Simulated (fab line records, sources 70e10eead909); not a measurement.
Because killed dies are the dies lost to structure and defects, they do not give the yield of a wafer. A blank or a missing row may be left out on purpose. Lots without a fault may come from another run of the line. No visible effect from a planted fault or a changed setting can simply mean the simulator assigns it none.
Chamber matching	flow nandHarc	4 sister chambers for NHARC_A_STAIRCASE_TRIM_229 on rieDiel-05
The step chemistry O2, time 211.2 s. 4 wafers are shown with their chamber, then 10 later ones without.

WAFERS, EACH WITH ITS CHAMBER
wafer	chamber	showerheadPlenumPTorr (Torr)
L085.4	0	3.48
L085.5	3	3.29
L086.1	2	3.37
L086.4	1	3.47

WAFERS WITH NO CHAMBER GIVEN
wafer	showerheadPlenumPTorr (Torr)
L086.6	3.48
L096.2	3.80
L096.4	3.46
L096.5	3.46
L097.2	3.36
L097.4	3.46
L097.6	3.35
L095.1	3.47
L095.3	3.46
L095.6	3.46

WHICH CHAMBER EACH ONE RAN IN
wafer	from the rows above	in truth
L086.6	can't be placed: 0 or 1 or 2 or 3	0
L096.2	can't be placed: 0 or 1 or 2 or 3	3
L096.4	can't be placed: 1 or 0 or 2 or 3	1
L096.5	can't be placed: 1 or 0 or 2 or 3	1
L097.2	can't be placed: 2 or 3 or 1 or 0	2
L097.4	can't be placed: 1 or 0 or 2 or 3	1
L097.6	can't be placed: 2 or 3 or 1 or 0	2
L095.1	can't be placed: 1 or 0 or 2 or 3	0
L095.3	can't be placed: 1 or 0 or 2 or 3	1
L095.6	can't be placed: 1 or 0 or 2 or 3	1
Placed correctly: 0 of 10. Can't be placed from these rows: 10 (the true chamber is among the candidates in 10). Wrongly placed: 0.
How it was worked out, from the rows above alone: a wafer's distance from a chamber is the root of the sum, over the readings, of the square of ((its reading less the chamber's mean) divided by the reading's scatter). If the next closest chamber is less than 2 further off than the closest, the wafer can't be placed; otherwise it belongs to the closest. The mean given for a chamber averages the wafers shown for that chamber. The scatter (one wafer shown for each chamber): square how far every hidden wafer sits from the nearest shown wafer, average those squares and take the square root.
